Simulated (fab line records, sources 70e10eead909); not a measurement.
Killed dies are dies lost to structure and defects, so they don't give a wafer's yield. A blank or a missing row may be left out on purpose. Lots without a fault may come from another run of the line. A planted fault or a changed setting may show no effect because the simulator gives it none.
A struck lot beside a sound one | flow nand_harc | 29 steps out of a route of 1302
Sound: wafers L611.1, L611.4, L611.5. Struck: wafers L620.2, L620.3, L620.4. The cause comes at the end.
At each step with rows: each side's tool, then ch and its chambers, then its first start. Under that, the readings that differ: sound wafers | struck wafers | difference of the means | sigmas: that difference in standard deviations of wafers without a fault.
alike: readings whose means differ by less than 2 such deviations, and words and numbers that are the same on both sides. not compared: withheld readings, readings that some wafer has no value for, bounds like >300 that may hide the same value, and numbers for which the record gives no deviation and whose values overlap.
The two part at a step that has a row with sigmas, a row that says differs or no value, or rows on one side only. Numbers that don't overlap but have no deviation are shown without sigmas and don't part them. A reading that every wafer of one side lacks parts them only if that side has two wafers or more.

first, 1 step without rows for these wafers: NHARC_A_CHANNEL_HOLE_D2_DEVELOP_09 (develop time 35 s).
NHARC_A_CHANNEL_HOLE_D2_CD_MEAS_10: target cd 100 nm.
  sound on cd_sem-03 ch 0, day 14 18:18; struck on cd_sem-02 ch 0, day 19 00:02
  alike: cd_nm
NHARC_A_CHANNEL_HOLE_D2_OVL_MEAS_11:
  sound on overlay-02, day 14 18:23; struck on overlay-01, day 19 00:08
  alike: overlay_x_nm, overlay_y_nm
NHARC_A_CHANNEL_HOLE_D2_INSPECT_12:
  sound on defect_inspect-01, day 14 18:25; struck on defect_inspect-02, day 19 00:10
  alike: raw_defect_count
NHARC_A_CHANNEL_HOLE_D2_DESCUM_15: chemistry O2, time 3 s.
  sound on rie_diel-05 ch 0,1, day 14 18:29; struck on rie_diel-05 ch 0,1,3, day 19 00:14
  alike: drypump_motor_current_A, o2_flow_sccm, oes_product_au, rf_vpp_V, showerhead_plenum_p_Torr, throttle_valve_pct
  not compared: rf_hours_counter_h
then, 1 step without rows for these wafers: NHARC_A_CHANNEL_HOLE_D2_ETCH_38 (etches the open film in CF4, target depth 39 nm, time 65 s).
NHARC_A_CHANNEL_HOLE_D2_ETCH_39: etches the open film in N2/H2, target depth 260 nm, time 325 s.
  sound on rie_diel-05 ch 0,3; struck on rie_diel-05 ch 0,2,3
  alike: drypump_motor_current_A, oes_product_au, rf_fwd_power_W, rf_vpp_V, showerhead_plenum_p_Torr, throttle_valve_pct
  not compared: rf_hours_counter_h
then, 2 steps without rows for these wafers: NHARC_A_CHANNEL_HOLE_D2_ETCH_34 (etches the open film in CF4/CHF3, target depth 154 nm, time 77 s); NHARC_A_CHANNEL_HOLE_D2_ETCH_16 (etches the open film in O2/COS, target depth 3100 nm, time 806 s).
NHARC_A_CHANNEL_HOLE_D2_CD_MEAS_18:
  sound on cd_sem-01, day 14 19:42; struck on cd_sem-02, day 19 01:20
  alike: cd_nm
then, 1 step without rows for these wafers: NHARC_A_CHANNEL_HOLE_D2_ETCH_19 (etches the open film in C4F8/O2/Ar, time 34.5 s).
NHARC_A_CHANNEL_HOLE_D2_ETCH_20: etches the open film in C4F8/O2/Ar, time 361.9 s, target depth 1600 nm.
  sound on har_etch-02 ch 0, day 14 21:10; struck on har_etch-02 ch 0,1, day 19 01:35
  alike: drypump_motor_current_A, o2_flow_sccm, showerhead_plenum_p_Torr, throttle_valve_pct
  not compared: rf_hours_counter_h
NHARC_A_CHANNEL_HOLE_D2_ETCH_21: etches the open film in C4F8/O2/Ar, time 514.3 s, target depth 1600 nm.
  sound on har_etch-02 ch 0, day 14 21:31; struck on har_etch-02 ch 0,1, day 19 01:55
  alike: drypump_motor_current_A, o2_flow_sccm, showerhead_plenum_p_Torr, throttle_valve_pct
  not compared: rf_hours_counter_h
then, 2 steps without rows for these wafers: NHARC_A_CHANNEL_HOLE_D2_ETCH_22 (etches the open film in C4F8/O2/Ar, time 666.7 s, target depth 1600 nm); NHARC_A_CHANNEL_HOLE_D2_ETCH_23 (etches the open film in C4F8/O2/Ar, time 819 s, target depth 1600 nm).
NHARC_A_CHANNEL_HOLE_D2_ETCH_24: etches the open film in C4F8/O2/Ar, time 906.2 s, target depth 1500 nm.
  sound on har_etch-02 ch 0, day 14 23:16; struck on har_etch-02 ch 0,1, day 19 03:41
  reading                         | sound          | struck         | difference | sigmas
  showerhead_plenum_p_Torr (Torr) | 3.57 3.57 3.57 | 3.70 3.92 3.70 | +0.20      | +2
  alike: drypump_motor_current_A, o2_flow_sccm, throttle_valve_pct
  not compared: rf_hours_counter_h
then, 7 steps without rows for these wafers: NHARC_A_CHANNEL_HOLE_D2_ETCH_25 (etches the open film in C4F8/O2/Ar, time 1040.2 s, target depth 1500 nm); NHARC_A_CHANNEL_HOLE_D2_ETCH_26 (etches the open film in C4F8/O2/Ar, time 224.1 s, target depth 300 nm); NHARC_A_CHANNEL_HOLE_D2_ETCH_27 (etches the open film in C4F8/O2/Ar, time 90 s, target depth 400 nm); NHARC_A_CHANNEL_HOLE_D2_STRIP_41 (strips in N2/H2); NHARC_A_CHANNEL_HOLE_D2_STRIP_42 (strips in CF4/CHF3); NHARC_A_CHANNEL_HOLE_D2_STRIP_43 (strips in O2/COS); NHARC_A_CHANNEL_HOLE_D2_ETCH_44 (etches the open film in CF4/O2, target depth 140 nm, overetch 14 nm, time 77 s).
NHARC_A_CHANNEL_HOLE_D2_STRIP_28: strips in O2.
  sound on rie_diel-05 ch 1,2; struck on rie_diel-09 ch 0,1,2
  alike: drypump_motor_current_A, o2_flow_sccm, oes_product_au, rf_vpp_V, showerhead_plenum_p_Torr, throttle_valve_pct
  not compared: rf_hours_counter_h
then, 2 steps without rows for these wafers: NHARC_A_CHANNEL_HOLE_D2_PRECLEAN_29 (cleans in SC1); NHARC_A_CHANNEL_HOLE_D2_SRD_30.
NHARC_A_CHANNEL_HOLE_D2_CD_MEAS_31:
  sound on cd_sem-02, day 15 02:30; struck on cd_sem-03, day 19 06:56
  alike: cd_nm
NHARC_A_CHANNEL_HOLE_D2_XSEM_32:
  sound on xsem-01 ch 0, day 15 02:36; struck on xsem-01 ch 0
  reading     | sound       | struck | difference                    | sigmas
  bow_nm (nm) | 8.7 8.7 8.7 | - - -  | no value on the struck wafers |
  alike: bot_cd_nm, tilt_deg
NHARC_END_SORT_01:
  the record has rows for the sound wafers here (prober-02 ch 0, day 26 07:05) and none for the struck ones

WHERE THEY PART
First at NHARC_A_CHANNEL_HOLE_D2_ETCH_24; last, within this record, at NHARC_END_SORT_01.

WHY: what the simulator had put in
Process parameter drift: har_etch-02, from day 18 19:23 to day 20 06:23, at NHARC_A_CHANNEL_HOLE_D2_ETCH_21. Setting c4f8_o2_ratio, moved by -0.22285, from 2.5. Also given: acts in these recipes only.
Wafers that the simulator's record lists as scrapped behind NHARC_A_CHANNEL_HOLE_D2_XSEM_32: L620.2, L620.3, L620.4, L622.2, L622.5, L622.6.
